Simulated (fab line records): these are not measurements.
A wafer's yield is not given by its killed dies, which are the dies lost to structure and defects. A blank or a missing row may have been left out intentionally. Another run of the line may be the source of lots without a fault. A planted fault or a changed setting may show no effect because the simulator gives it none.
Problem report in the 8D (eight disciplines) form, filled by code ; flow n5_finfet ; the parts of the form that need people (team, actions taken, sign-off) are left out

== 1. THE ISSUE ==
Wafers without a fault read 77.3 s, standard deviation 2.8; etch_rf_on_time_s at N5_SD_EPI_N_ETCH_34 reads a mean of 125.9 s on 6 wafers belonging to 2 lots. Measured from the usual mean, that is +17 standard deviations.
The step: etches SiARC in CF4, target depth 45.5 nm, time 75.8 s.
First seen on wafer L408.1, day 7 21:05, on rie_diel-06. The record holds 32 wafers of 11 lots with a number at this step. The rule behind "out" and "out of limits": a value lying over 4 standard deviations away from the usual mean. The rest of the wafers with a number are treated as sound.

== 2. WHAT IT IS, WHAT IT ISN'T ==
question;is;is not
which readings at this step;etch_rf_on_time_s;cf4_flow_sccm, drypump_motor_current_A, rf_vpp_V, showerhead_plenum_p_Torr, throttle_valve_pct
which lots;L408, L409;L389, L392, L393, L395, L396, L397, L398, L399, L403
which wafers of those lots;all that have a number;-
read on which tools;rie_diel-06;rie_diel-01, rie_diel-03
when;from day 7 21:05;up to then (26 sound wafers)

== 3. SUSPECTS, AND WHAT RULES EACH OUT ==
Counting: a tool stays on the suspect list if, at a process step up to the reading, it processed all lots that are out and no sound lot following the first of them.
- rie_diel-06 at N5_SD_EPI_N_ETCH_34 (etches SiARC in CF4, target depth 45.5 nm, time 75.8 s): kept. It processed each lot that is out, first L408 at day 7 21:05, and no sound lot thereafter; up to then, the last sound lot it processed was L397 at day 5 09:31. Out on those wafers are its own readings of etch_rf_on_time_s.
Left after counting: rie_diel-06 at N5_SD_EPI_N_ETCH_34.

== 4. THE CAUSE (what the simulator had put in) ==
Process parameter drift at N5_SD_EPI_N_ETCH_34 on rie_diel-06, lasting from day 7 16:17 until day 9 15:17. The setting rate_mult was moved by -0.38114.
Only this tool survived the counting.

== 5. SEQUENCE OF EFFECTS, ordered by route ==
Each row: a reading where the mean over the struck wafers with a number is more than 3 standard deviations away from the usual. Only readings for which the record gives a usual standard deviation are gone through. hours: the time from each lot's start at the first step in this table that gives one to its start at this step, as a median over the lots. sigmas: the change in usual standard deviations.
hours;step;reading;usual;on struck wafers;change;sigmas
0;N5_SD_EPI_N_ETCH_34;etch_rf_on_time_s;77.3 s;125.9;+48.6;+17
The process steps in it:
- N5_SD_EPI_N_ETCH_34: etches SiARC in CF4, target depth 45.5 nm, time 75.8 s.

== 6. HOW IT WOULD HAVE BEEN CAUGHT EARLIER ==
The fault began at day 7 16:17; the first out-of-limits reading in this record came at day 7 21:05, 5 hours later.
